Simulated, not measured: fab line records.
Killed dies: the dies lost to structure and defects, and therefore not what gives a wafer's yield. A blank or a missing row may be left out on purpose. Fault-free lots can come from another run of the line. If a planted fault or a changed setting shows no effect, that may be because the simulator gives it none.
Split-lot experiment / flow n5_finfet / route with 1938 steps; 7 lots, 39 wafers read

== ON THE SPLIT ==
At N5_MOL_CONTACT_COAG_ETCH_105 (etches SiARC in CF4, target depth 15.6 nm, time 26 s), the setting bias_w was moved away from the recipe's 36 W on 12 of the 39 wafers read, by -17.8% to +13.7%. For the rest of the wafers, this setting stayed at what the recipe calls for.

Reading taken at the split's own step.

== THE READING ==
rf_vpp_V, in V, at N5_MOL_CONTACT_COAG_ETCH_105 (etches SiARC in CF4, target depth 15.6 nm, time 26 s). Fault-free wafers of this fab line usually give 183.7 V, standard deviation 1.1 V.

wafer=L077.1; tool, chamber at the split=rie_diel-06, 2; bias_w as run, W=36; against the recipe=recipe; rf_vpp_V, V=183.6; against lot-mates on the recipe=-
wafer=L077.2; tool, chamber at the split=rie_diel-06, 1; bias_w as run, W=36; against the recipe=recipe; rf_vpp_V, V=183.8; against lot-mates on the recipe=-
wafer=L077.3; tool, chamber at the split=rie_diel-06, 3; bias_w as run, W=36; against the recipe=recipe; rf_vpp_V, V=185.1; against lot-mates on the recipe=-
wafer=L077.4; tool, chamber at the split=rie_diel-06, 0; bias_w as run, W=36; against the recipe=recipe; rf_vpp_V, V=183.5; against lot-mates on the recipe=-
wafer=L077.5; tool, chamber at the split=rie_diel-06, 0; bias_w as run, W=36; against the recipe=recipe; rf_vpp_V, V=183.4; against lot-mates on the recipe=-
wafer=L077.6; tool, chamber at the split=rie_diel-06, 3; bias_w as run, W=36; against the recipe=recipe; rf_vpp_V, V=183.2; against lot-mates on the recipe=-
wafer=L078.1; tool, chamber at the split=rie_diel-06, 2; bias_w as run, W=36; against the recipe=recipe; rf_vpp_V, V=184.2; against lot-mates on the recipe=-
wafer=L078.2; tool, chamber at the split=rie_diel-06, 3; bias_w as run, W=36; against the recipe=recipe; rf_vpp_V, V=183.3; against lot-mates on the recipe=-
wafer=L078.3; tool, chamber at the split=rie_diel-06, 0; bias_w as run, W=36; against the recipe=recipe; rf_vpp_V, V=184.1; against lot-mates on the recipe=-
wafer=L078.4; tool, chamber at the split=rie_diel-06, 1; bias_w as run, W=36; against the recipe=recipe; rf_vpp_V, V=182.6; against lot-mates on the recipe=-
wafer=L078.5; tool, chamber at the split=rie_diel-06, 3; bias_w as run, W=36; against the recipe=recipe; rf_vpp_V, V=184.2; against lot-mates on the recipe=-
wafer=L078.6; tool, chamber at the split=rie_diel-06, 0; bias_w as run, W=36; against the recipe=recipe; rf_vpp_V, V=184.7; against lot-mates on the recipe=-
wafer=L080.1; tool, chamber at the split=rie_diel-04, 2; bias_w as run, W=36; against the recipe=recipe; rf_vpp_V, V=183.5; against lot-mates on the recipe=-
wafer=L080.2; tool, chamber at the split=rie_diel-04, 0; bias_w as run, W=36; against the recipe=recipe; rf_vpp_V, V=184.0; against lot-mates on the recipe=-
wafer=L080.3; tool, chamber at the split=rie_diel-04, 3; bias_w as run, W=31.23; against the recipe=-13.2%; rf_vpp_V, V=166.2; against lot-mates on the recipe=-17.2
wafer=L080.4; tool, chamber at the split=rie_diel-04, 1; bias_w as run, W=36; against the recipe=recipe; rf_vpp_V, V=182.8; against lot-mates on the recipe=-
wafer=L080.5; tool, chamber at the split=rie_diel-04, 2; bias_w as run, W=31.23; against the recipe=-13.2%; rf_vpp_V, V=169.0; against lot-mates on the recipe=-14.4
wafer=L080.6; tool, chamber at the split=rie_diel-04, 1; bias_w as run, W=31.23; against the recipe=-13.2%; rf_vpp_V, V=167.6; against lot-mates on the recipe=-15.8
wafer=L086.1; tool, chamber at the split=rie_diel-06, 1; bias_w as run, W=36; against the recipe=recipe; rf_vpp_V, V=184.7; against lot-mates on the recipe=-
wafer=L086.2; tool, chamber at the split=rie_diel-06, 3; bias_w as run, W=36; against the recipe=recipe; rf_vpp_V, V=183.5; against lot-mates on the recipe=-
wafer=L086.3; tool, chamber at the split=rie_diel-06, 0; bias_w as run, W=31.09; against the recipe=-13.6%; rf_vpp_V, V=165.7; against lot-mates on the recipe=-17.8
wafer=L086.4; tool, chamber at the split=rie_diel-06, 1; bias_w as run, W=31.09; against the recipe=-13.6%; rf_vpp_V, V=166.7; against lot-mates on the recipe=-16.8
wafer=L086.5; tool, chamber at the split=rie_diel-06, 0; bias_w as run, W=31.09; against the recipe=-13.6%; rf_vpp_V, V=165.8; against lot-mates on the recipe=-17.7
wafer=L086.6; tool, chamber at the split=rie_diel-06, 3; bias_w as run, W=36; against the recipe=recipe; rf_vpp_V, V=182.3; against lot-mates on the recipe=-
wafer=L091.1; tool, chamber at the split=rie_diel-02, 3; bias_w as run, W=36; against the recipe=recipe; rf_vpp_V, V=182.7; against lot-mates on the recipe=-
wafer=L091.2; tool, chamber at the split=rie_diel-02, 0; bias_w as run, W=36; against the recipe=recipe; rf_vpp_V, V=184.0; against lot-mates on the recipe=-
wafer=L091.3; tool, chamber at the split=rie_diel-02, 1; bias_w as run, W=40.92; against the recipe=+13.7%; rf_vpp_V, V=197.6; against lot-mates on the recipe=+13.8
wafer=L091.4; tool, chamber at the split=rie_diel-02, 2; bias_w as run, W=40.92; against the recipe=+13.7%; rf_vpp_V, V=200.2; against lot-mates on the recipe=+16.4
wafer=L091.5; tool, chamber at the split=rie_diel-02, 0; bias_w as run, W=36; against the recipe=recipe; rf_vpp_V, V=184.7; against lot-mates on the recipe=-
wafer=L091.6; tool, chamber at the split=rie_diel-02, 3; bias_w as run, W=40.92; against the recipe=+13.7%; rf_vpp_V, V=197.6; against lot-mates on the recipe=+13.8
wafer=L094.1; tool, chamber at the split=rie_diel-04, 0; bias_w as run, W=36; against the recipe=recipe; rf_vpp_V, V=185.1; against lot-mates on the recipe=-
wafer=L094.2; tool, chamber at the split=rie_diel-04, 1; bias_w as run, W=36; against the recipe=recipe; rf_vpp_V, V=182.6; against lot-mates on the recipe=-
wafer=L094.3; tool, chamber at the split=rie_diel-04, 3; bias_w as run, W=29.6; against the recipe=-17.8%; rf_vpp_V, V=159.4; against lot-mates on the recipe=-25.0
wafer=L094.4; tool, chamber at the split=rie_diel-04, 2; bias_w as run, W=29.6; against the recipe=-17.8%; rf_vpp_V, V=163.0; against lot-mates on the recipe=-21.4
wafer=L094.5; tool, chamber at the split=rie_diel-04, 0; bias_w as run, W=36; against the recipe=recipe; rf_vpp_V, V=185.4; against lot-mates on the recipe=-
wafer=L094.6; tool, chamber at the split=rie_diel-04, 3; bias_w as run, W=29.6; against the recipe=-17.8%; rf_vpp_V, V=161.5; against lot-mates on the recipe=-22.9
wafer=L097.1; tool, chamber at the split=rie_diel-02, 2; bias_w as run, W=36; against the recipe=recipe; rf_vpp_V, V=184.6; against lot-mates on the recipe=-
wafer=L097.3; tool, chamber at the split=rie_diel-02, 1; bias_w as run, W=36; against the recipe=recipe; rf_vpp_V, V=182.5; against lot-mates on the recipe=-
wafer=L097.5; tool, chamber at the split=rie_diel-02, 2; bias_w as run, W=36; against the recipe=recipe; rf_vpp_V, V=184.7; against lot-mates on the recipe=-

THE FIT
A straight line over all 39 wafers: rf_vpp_V changes by +1.21 V for each +1% of bias_w; r = +0.99; the points scatter about the line by 1.2 V.
The same after taking each lot's own level away (the mean of its wafers on the recipe; 39 wafers): +1.21 V for each +1%; r = +0.99; scatter 1.2 V.
That fit puts the effect of the largest move of bias_w on the reading at 22 V.
Measured against the standard deviation above, the lots' own levels, which go from 183.43 to 184.37 V, span 0.8 times it.
Hence the lot-to-lot level has little effect on the slope; both slopes agree.
Check: for one of the wafers moved furthest among these (-17.8%), held out of the fit, the line's prediction against its lot-mates is -21.4 V. Against them it came out at -25 V.
Tool readings at the split's step, against how far the setting was moved: rf_vpp_V r = +0.99.

== ADDITIONAL SPLITS CARRIED BY THESE WAFERS ==
Other splits were also applied to these wafers ahead of the reading. Each is held against what the fit with the lots' levels taken away leaves over:
other split on the same wafers=N5_FIN_SAQP_HM_DEP_72 target_thk_a; wafers away from the commonest value=15; r with rf_vpp_V (lot level and that fit taken away)=-0.16
other split on the same wafers=N5_DUMMY_GATE_ETCH_37 source_w; wafers away from the commonest value=12; r with rf_vpp_V (lot level and that fit taken away)=+0.24
other split on the same wafers=N5_SD_EPI_P_ETCH_37 source_w; wafers away from the commonest value=12; r with rf_vpp_V (lot level and that fit taken away)=+0.31

== THE FILE'S OWN FIT ==
rf_vpp_V changes by +1.22 V for each +1% of bias_w, r = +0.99.
